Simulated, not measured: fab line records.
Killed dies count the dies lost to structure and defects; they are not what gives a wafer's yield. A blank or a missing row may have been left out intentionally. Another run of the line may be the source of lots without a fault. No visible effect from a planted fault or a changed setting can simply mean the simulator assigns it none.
Matching of chambers :: flow n5_finfet :: N5_ZERO_LAYER_ETCH_17 on rie_diel-02 has 4 sister chambers
The step etches SiO2 in CF4, target depth 12 nm, time 13.3 s. 24 wafers are shown with their chamber, then 12 later ones without.

== WAFERS WITH THEIR CHAMBER ==
wafer: L078.2
chamber: 2
showerhead_plenum_p_Torr (Torr): 2.11
drypump_motor_current_A (A): 5.9
throttle_valve_pct (%): 15.58

wafer: L078.3
chamber: 1
showerhead_plenum_p_Torr (Torr): 2.08
drypump_motor_current_A (A): 6.0
throttle_valve_pct (%): 15.34

wafer: L078.5
chamber: 2
showerhead_plenum_p_Torr (Torr): 2.11
drypump_motor_current_A (A): 5.9
throttle_valve_pct (%): 15.58

wafer: L080.1
chamber: 0
showerhead_plenum_p_Torr (Torr): 2.15
drypump_motor_current_A (A): 5.0
throttle_valve_pct (%): 15.59

wafer: L080.2
chamber: 3
showerhead_plenum_p_Torr (Torr): 2.23
drypump_motor_current_A (A): 5.4
throttle_valve_pct (%): 15.53

wafer: L080.4
chamber: 2
showerhead_plenum_p_Torr (Torr): 2.11
drypump_motor_current_A (A): 5.9
throttle_valve_pct (%): 15.59

wafer: L082.1
chamber: 2
showerhead_plenum_p_Torr (Torr): 2.11
drypump_motor_current_A (A): 5.9
throttle_valve_pct (%): 15.60

wafer: L082.2
chamber: 1
showerhead_plenum_p_Torr (Torr): 2.08
drypump_motor_current_A (A): 6.0
throttle_valve_pct (%): 15.36

wafer: L082.6
chamber: 3
showerhead_plenum_p_Torr (Torr): 2.23
drypump_motor_current_A (A): 5.5
throttle_valve_pct (%): 15.53

wafer: L083.1
chamber: 1
showerhead_plenum_p_Torr (Torr): 2.08
drypump_motor_current_A (A): 6.0
throttle_valve_pct (%): 15.37

wafer: L083.2
chamber: 2
showerhead_plenum_p_Torr (Torr): 2.11
drypump_motor_current_A (A): 5.9
throttle_valve_pct (%): 15.62

wafer: L083.5
chamber: 1
showerhead_plenum_p_Torr (Torr): 2.08
drypump_motor_current_A (A): 6.0
throttle_valve_pct (%): 15.36

wafer: L085.1
chamber: 1
showerhead_plenum_p_Torr (Torr): 2.08
drypump_motor_current_A (A): 6.0
throttle_valve_pct (%): 15.36

wafer: L085.3
chamber: 0
showerhead_plenum_p_Torr (Torr): 2.15
drypump_motor_current_A (A): 5.0
throttle_valve_pct (%): 15.59

wafer: L085.5
chamber: 0
showerhead_plenum_p_Torr (Torr): 2.15
drypump_motor_current_A (A): 5.1
throttle_valve_pct (%): 15.58

wafer: L086.1
chamber: 1
showerhead_plenum_p_Torr (Torr): 2.08
drypump_motor_current_A (A): 6.0
throttle_valve_pct (%): 15.37

wafer: L086.4
chamber: 0
showerhead_plenum_p_Torr (Torr): 2.15
drypump_motor_current_A (A): 5.0
throttle_valve_pct (%): 15.61

wafer: L086.5
chamber: 2
showerhead_plenum_p_Torr (Torr): 2.11
drypump_motor_current_A (A): 5.9
throttle_valve_pct (%): 15.62

wafer: L088.1
chamber: 2
showerhead_plenum_p_Torr (Torr): 2.11
drypump_motor_current_A (A): 5.9
throttle_valve_pct (%): 15.62

wafer: L088.3
chamber: 3
showerhead_plenum_p_Torr (Torr): 2.22
drypump_motor_current_A (A): 5.5
throttle_valve_pct (%): 15.55

wafer: L088.6
chamber: 2
showerhead_plenum_p_Torr (Torr): 2.11
drypump_motor_current_A (A): 5.9
throttle_valve_pct (%): 15.64

wafer: L089.3
chamber: 0
showerhead_plenum_p_Torr (Torr): 2.15
drypump_motor_current_A (A): 5.1
throttle_valve_pct (%): 15.61

wafer: L089.4
chamber: 3
showerhead_plenum_p_Torr (Torr): 2.22
drypump_motor_current_A (A): 5.5
throttle_valve_pct (%): 15.56

wafer: L089.6
chamber: 0
showerhead_plenum_p_Torr (Torr): 2.15
drypump_motor_current_A (A): 5.0
throttle_valve_pct (%): 15.60

SIGNATURES (averages over the wafers above)
reading: showerhead_plenum_p_Torr
chamber 0: 2.1500
chamber 1: 2.0800
chamber 2: 2.1100
chamber 3: 2.2250
scatter within a chamber: 0.00224

reading: drypump_motor_current_A
chamber 0: 5.033
chamber 1: 6.000
chamber 2: 5.900
chamber 3: 5.475
scatter within a chamber: 0.0323

reading: throttle_valve_pct
chamber 0: 15.5967
chamber 1: 15.3600
chamber 2: 15.6062
chamber 3: 15.5425
scatter within a chamber: 0.0164
Rule: distance of a wafer from a chamber = root of the sum over the readings of ((wafer's reading minus chamber's mean) / reading's scatter) squared. If the next closest chamber is less than 2 further off than the closest, the wafer can't be placed; otherwise it belongs to the closest. The scatter: the root of (the sum of the squares of (reading less its chamber's mean) over the shown wafers, divided by (wafers less chambers)).

== WAFERS WITH NO CHAMBER GIVEN ==
wafer: L090.4
showerhead_plenum_p_Torr (Torr): 2.07
drypump_motor_current_A (A): 6.0
throttle_valve_pct (%): 15.39

wafer: L090.5
showerhead_plenum_p_Torr (Torr): 2.22
drypump_motor_current_A (A): 5.5
throttle_valve_pct (%): 15.57

wafer: L090.6
showerhead_plenum_p_Torr (Torr): 2.15
drypump_motor_current_A (A): 5.0
throttle_valve_pct (%): 15.61

wafer: L092.2
showerhead_plenum_p_Torr (Torr): 2.10
drypump_motor_current_A (A): 5.9
throttle_valve_pct (%): 15.65

wafer: L092.4
showerhead_plenum_p_Torr (Torr): 2.07
drypump_motor_current_A (A): 6.0
throttle_valve_pct (%): 15.40

wafer: L092.5
showerhead_plenum_p_Torr (Torr): 2.07
drypump_motor_current_A (A): 6.0
throttle_valve_pct (%): 15.39

wafer: L095.1
showerhead_plenum_p_Torr (Torr): 2.10
drypump_motor_current_A (A): 5.9
throttle_valve_pct (%): 15.64

wafer: L095.3
showerhead_plenum_p_Torr (Torr): 2.07
drypump_motor_current_A (A): 6.0
throttle_valve_pct (%): 15.40

wafer: L095.5
showerhead_plenum_p_Torr (Torr): 2.14
drypump_motor_current_A (A): 5.0
throttle_valve_pct (%): 15.63

wafer: L096.2
showerhead_plenum_p_Torr (Torr): 2.22
drypump_motor_current_A (A): 5.5
throttle_valve_pct (%): 15.58

wafer: L096.4
showerhead_plenum_p_Torr (Torr): 2.14
drypump_motor_current_A (A): 5.0
throttle_valve_pct (%): 15.63

wafer: L096.6
showerhead_plenum_p_Torr (Torr): 2.22
drypump_motor_current_A (A): 5.5
throttle_valve_pct (%): 15.59

== CHAMBER TAKEN BY EACH ==
wafer: L090.4
from the rows above: 1
in truth: 1

wafer: L090.5
from the rows above: 3
in truth: 3

wafer: L090.6
from the rows above: 0
in truth: 0

wafer: L092.2
from the rows above: 2
in truth: 2

wafer: L092.4
from the rows above: 1
in truth: 1

wafer: L092.5
from the rows above: 1
in truth: 1

wafer: L095.1
from the rows above: 2
in truth: 2

wafer: L095.3
from the rows above: 1
in truth: 1

wafer: L095.5
from the rows above: 0
in truth: 0

wafer: L096.2
from the rows above: 3
in truth: 3

wafer: L096.4
from the rows above: 0
in truth: 0

wafer: L096.6
from the rows above: 3
in truth: 3
Correct placement for 12 of the 12. Left unplaced by these rows: 0. Wrongly placed: 0.
